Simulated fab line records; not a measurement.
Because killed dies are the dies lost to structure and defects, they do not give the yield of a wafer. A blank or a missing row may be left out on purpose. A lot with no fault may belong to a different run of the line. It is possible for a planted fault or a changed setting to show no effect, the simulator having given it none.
Chamber matching -- flow n5-finfet -- rie-diel-05 running N5_BEOL_M2_ETCH_77: 4 sister chambers
The step etches underlayer in N2/H2, target depth 6.5 nm, time 5.2 s. 4 wafers are shown with their chamber, then 9 later ones without.

WAFERS, EACH WITH ITS CHAMBER
wafer,chamber,drypump-motor-current-A (A)
L081.3,3,4.7
L085.3,1,5.9
L087.2,2,6.1
L087.6,0,5.2

WAFERS WITHOUT THEIR CHAMBER
wafer,drypump-motor-current-A (A)
L090.2,6.1
L090.4,5.9
L090.5,4.7
L091.1,5.2
L091.4,4.7
L091.6,6.0
L093.3,4.7
L093.4,5.9
L093.5,6.0

WHICH CHAMBER EACH ONE RAN IN
wafer,from the rows above,in truth
L090.2,2,2
L090.4,1,1
L090.5,3,3
L091.1,0,0
L091.4,3,3
L091.6,can't be placed: 1 or 2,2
L093.3,3,3
L093.4,1,1
L093.5,can't be placed: 1 or 2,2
Correct placement for 7 of the 9. Can't be placed from these rows: 2 (the true chamber is among the candidates in 2). Wrongly placed: 0.
How it was worked out, from the rows above alone: a wafer's distance from a chamber is the root of the sum, over the readings, of the square of ((its reading less the chamber's mean) divided by the reading's scatter). The wafer belongs to the nearest chamber; if the next one is less than 2 further off, it can't be placed. Each chamber's mean is taken over the wafers shown for it. The scatter: root of mean squared gap, hidden wafer to nearest shown wafer, with one shown wafer a chamber.
